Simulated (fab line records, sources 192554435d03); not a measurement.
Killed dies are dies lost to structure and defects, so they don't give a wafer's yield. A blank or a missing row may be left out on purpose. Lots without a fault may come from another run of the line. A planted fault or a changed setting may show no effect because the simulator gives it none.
A struck lot beside a sound one | flow n5_finfet | 14 steps out of a route of 1938
Sound: wafers L859.1, L859.3, L859.5. Struck: wafers L862.4, L862.5. (L862.3 of the same lot was not struck and is left out.) The cause comes at the end.
At each step with rows: each side's tool, then ch and its chambers, then its first start. Under that, the readings that differ: sound wafers | struck wafers | difference of the means | sigmas: that difference in standard deviations of wafers without a fault.
alike: readings whose means differ by less than 2 such deviations, and words and numbers that are the same on both sides. not compared: withheld readings, readings that some wafer has no value for, bounds like >300 that may hide the same value, and numbers for which the record gives no deviation and whose values overlap.
The two part at a step that has a row with sigmas, a row that says differs or no value, or rows on one side only. Numbers that don't overlap but have no deviation are shown without sigmas and don't part them. A reading that every wafer of one side lacks parts them only if that side has two wafers or more.

first, 7 steps without rows for these wafers: N5_BEOL_M6_COAT_60 (time 60 s, resist thk 35 nm); N5_BEOL_M6_COAT_05 (resist thk 90 nm); N5_BEOL_M6_EBR_07; N5_BEOL_M6_SOFTBAKE_06 (time 60 s); N5_BEOL_M6_EXPOSE_08 (exposes mask M6); N5_BEOL_M6_PEB_09 (peb time 60 s); N5_BEOL_M6_DEVELOP_10 (develop time 30 s).
N5_BEOL_M6_CD_MEAS_11: target cd 38.5 nm.
  sound on cd_sem-01 ch 0, day 9 03:02; struck on cd_sem-01 ch 0, day 9 16:56
  alike: cd_nm
N5_BEOL_M6_OVL_MEAS_12:
  sound on overlay-01 ch 0, day 9 03:04; struck on overlay-01 ch 0, day 9 16:58
  alike: M6_OVL
N5_BEOL_M6_INSPECT_13: inspects for defects (brightfield).
  sound on defect_inspect-01, day 9 03:05; struck on defect_inspect-01, day 9 16:59
  alike: raw_defect_count
N5_BEOL_M6_DESCUM_16: chemistry O2, time 7.9 s.
  sound on rie_diel-04 ch 0,1,3, day 9 04:00; struck on rie_diel-04 ch 0, day 9 17:12
  alike: drypump_motor_current_A, o2_flow_sccm, oes_product_au, rf_fwd_power_W, rf_vpp_V, showerhead_plenum_p_Torr, throttle_valve_pct
  not compared: rf_hours_counter_h
N5_BEOL_M6_ETCH_61: etches SiARC in CF4, target depth 45.5 nm, time 75.8 s.
  sound on rie_diel-04 ch 0,1,3, day 9 04:02; struck on rie_diel-04 ch 0, day 9 17:14
  alike: bias_w, drypump_motor_current_A, etch_rf_on_time_s, mfc_ar_sccm, oes_product_au, rf_fwd_power_W, rf_vpp_V, showerhead_plenum_p_Torr, throttle_valve_pct
  not compared: rf_hours_counter_h
N5_BEOL_M6_ETCH_62: etches SOC in N2/H2, target depth 110 nm, overetch 22 nm, time 165 s.
  sound on rie_diel-04 ch 0,1,3, day 9 04:05; struck on rie_diel-04 ch 0, day 9 17:17
  reading                                    | sound             | struck      | difference | sigmas
  bias_w (W)                                 | 149.4 150.1 150.2 | 184.9 184.0 | +34.5      | +74
  rf_vpp_V (V)                               | 523.7 525.5 520.2 | 593.6 593.9 | +70.6      | +27
  model.SiARC_of_BEOL_M6_COAT_60.thk_nm (nm) | 28.2 28.4 28.6    | 26.6 26.6   | -1.8       |
  alike: drypump_motor_current_A, oes_product_au, rf_fwd_power_W, showerhead_plenum_p_Torr, throttle_valve_pct
  not compared: rf_hours_counter_h
then, 1 step without rows for these wafers: N5_BEOL_M6_STRIP_68 (strips in N2/H2).

WHERE THEY PART
Only at N5_BEOL_M6_ETCH_62, within this record.

WHY: what the simulator had put in
Process parameter drift: rie_diel-04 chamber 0, from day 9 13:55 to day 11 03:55, at N5_BEOL_M6_ETCH_62. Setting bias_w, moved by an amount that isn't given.
